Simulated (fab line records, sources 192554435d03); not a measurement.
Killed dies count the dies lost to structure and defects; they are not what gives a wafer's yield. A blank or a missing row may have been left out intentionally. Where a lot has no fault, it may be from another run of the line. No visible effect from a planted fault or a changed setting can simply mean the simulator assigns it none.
Chamber matching :: flow n5Finfet :: N5_BEOL_M6_ETCH_72 on rieDiel-02: 4 sister chambers
The step etches underlayer in N2/H2, target depth 6.5 nm, time 5.2 s. 16 wafers are shown with their chamber, then 8 later ones without.

## EACH WAFER AND ITS CHAMBER
wafer: L074.3
chamber: 0
showerheadPlenumPTorr (Torr): 2.44
drypumpMotorCurrentA (A): 6.0
throttleValvePct (%): 17.70

wafer: L074.4
chamber: 2
showerheadPlenumPTorr (Torr): 2.70
drypumpMotorCurrentA (A): 6.4
throttleValvePct (%): 17.68

wafer: L074.5
chamber: 2
showerheadPlenumPTorr (Torr): 2.70
drypumpMotorCurrentA (A): 6.3
throttleValvePct (%): 17.68

wafer: L077.2
chamber: 1
showerheadPlenumPTorr (Torr): 2.52
drypumpMotorCurrentA (A): 5.4
throttleValvePct (%): 17.92

wafer: L077.3
chamber: 0
showerheadPlenumPTorr (Torr): 2.44
drypumpMotorCurrentA (A): 6.0
throttleValvePct (%): 17.68

wafer: L077.4
chamber: 3
showerheadPlenumPTorr (Torr): 2.51
drypumpMotorCurrentA (A): 6.6
throttleValvePct (%): 17.82

wafer: L081.2
chamber: 2
showerheadPlenumPTorr (Torr): 2.69
drypumpMotorCurrentA (A): 6.4
throttleValvePct (%): 17.69

wafer: L081.3
chamber: 0
showerheadPlenumPTorr (Torr): 2.44
drypumpMotorCurrentA (A): 6.0
throttleValvePct (%): 17.72

wafer: L081.5
chamber: 0
showerheadPlenumPTorr (Torr): 2.44
drypumpMotorCurrentA (A): 6.0
throttleValvePct (%): 17.72

wafer: L082.2
chamber: 0
showerheadPlenumPTorr (Torr): 2.44
drypumpMotorCurrentA (A): 6.0
throttleValvePct (%): 17.72

wafer: L082.4
chamber: 1
showerheadPlenumPTorr (Torr): 2.51
drypumpMotorCurrentA (A): 5.5
throttleValvePct (%): 17.95

wafer: L082.5
chamber: 1
showerheadPlenumPTorr (Torr): 2.51
drypumpMotorCurrentA (A): 5.5
throttleValvePct (%): 17.98

wafer: L086.2
chamber: 2
showerheadPlenumPTorr (Torr): 2.69
drypumpMotorCurrentA (A): 6.3
throttleValvePct (%): 17.70

wafer: L086.3
chamber: 3
showerheadPlenumPTorr (Torr): 2.50
drypumpMotorCurrentA (A): 6.6
throttleValvePct (%): 17.87

wafer: L086.5
chamber: 2
showerheadPlenumPTorr (Torr): 2.69
drypumpMotorCurrentA (A): 6.3
throttleValvePct (%): 17.70

wafer: L088.1
chamber: 3
showerheadPlenumPTorr (Torr): 2.50
drypumpMotorCurrentA (A): 6.6
throttleValvePct (%): 17.89

SIGNATURES, as means of the wafers listed above
reading: showerheadPlenumPTorr
chamber 0: 2.4400
chamber 1: 2.5133
chamber 2: 2.6940
chamber 3: 2.5033
scatter within a chamber: 0.00459

reading: drypumpMotorCurrentA
chamber 0: 6.000
chamber 1: 5.467
chamber 2: 6.340
chamber 3: 6.600
scatter within a chamber: 0.0394

reading: throttleValvePct
chamber 0: 17.7080
chamber 1: 17.9500
chamber 2: 17.6900
chamber 3: 17.8600
scatter within a chamber: 0.0225
Rule: a wafer lies at a distance from a chamber equal to the root of the sum of squares, over the readings, of (its reading less the chamber's mean, divided by the reading's scatter). The wafer belongs to the nearest chamber; if the next one is less than 2 further off, it can't be placed. The scatter: the root of (the sum of the squares of (reading less its chamber's mean) over the shown wafers, divided by (wafers less chambers)).

## WAFERS MISSING THEIR CHAMBER
wafer: L088.2
showerheadPlenumPTorr (Torr): 2.69
drypumpMotorCurrentA (A): 6.4
throttleValvePct (%): 17.73

wafer: L088.3
showerheadPlenumPTorr (Torr): 2.43
drypumpMotorCurrentA (A): 6.0
throttleValvePct (%): 17.73

wafer: L092.1
showerheadPlenumPTorr (Torr): 2.51
drypumpMotorCurrentA (A): 5.4
throttleValvePct (%): 18.00

wafer: L092.3
showerheadPlenumPTorr (Torr): 2.50
drypumpMotorCurrentA (A): 6.6
throttleValvePct (%): 17.88

wafer: L092.6
showerheadPlenumPTorr (Torr): 2.51
drypumpMotorCurrentA (A): 5.4
throttleValvePct (%): 18.00

wafer: L095.1
showerheadPlenumPTorr (Torr): 2.68
drypumpMotorCurrentA (A): 6.4
throttleValvePct (%): 17.75

wafer: L095.2
showerheadPlenumPTorr (Torr): 2.50
drypumpMotorCurrentA (A): 6.6
throttleValvePct (%): 17.87

wafer: L095.5
showerheadPlenumPTorr (Torr): 2.50
drypumpMotorCurrentA (A): 6.6
throttleValvePct (%): 17.91

## CHAMBER TAKEN BY EACH
wafer: L088.2
from the rows above: 2
in truth: 2

wafer: L088.3
from the rows above: 0
in truth: 0

wafer: L092.1
from the rows above: 1
in truth: 1

wafer: L092.3
from the rows above: 3
in truth: 3

wafer: L092.6
from the rows above: 1
in truth: 1

wafer: L095.1
from the rows above: 2
in truth: 2

wafer: L095.2
from the rows above: 3
in truth: 3

wafer: L095.5
from the rows above: 3
in truth: 3
Correct placement for 8 of the 8. Not placeable from these rows: 0. 0 placed wrongly.
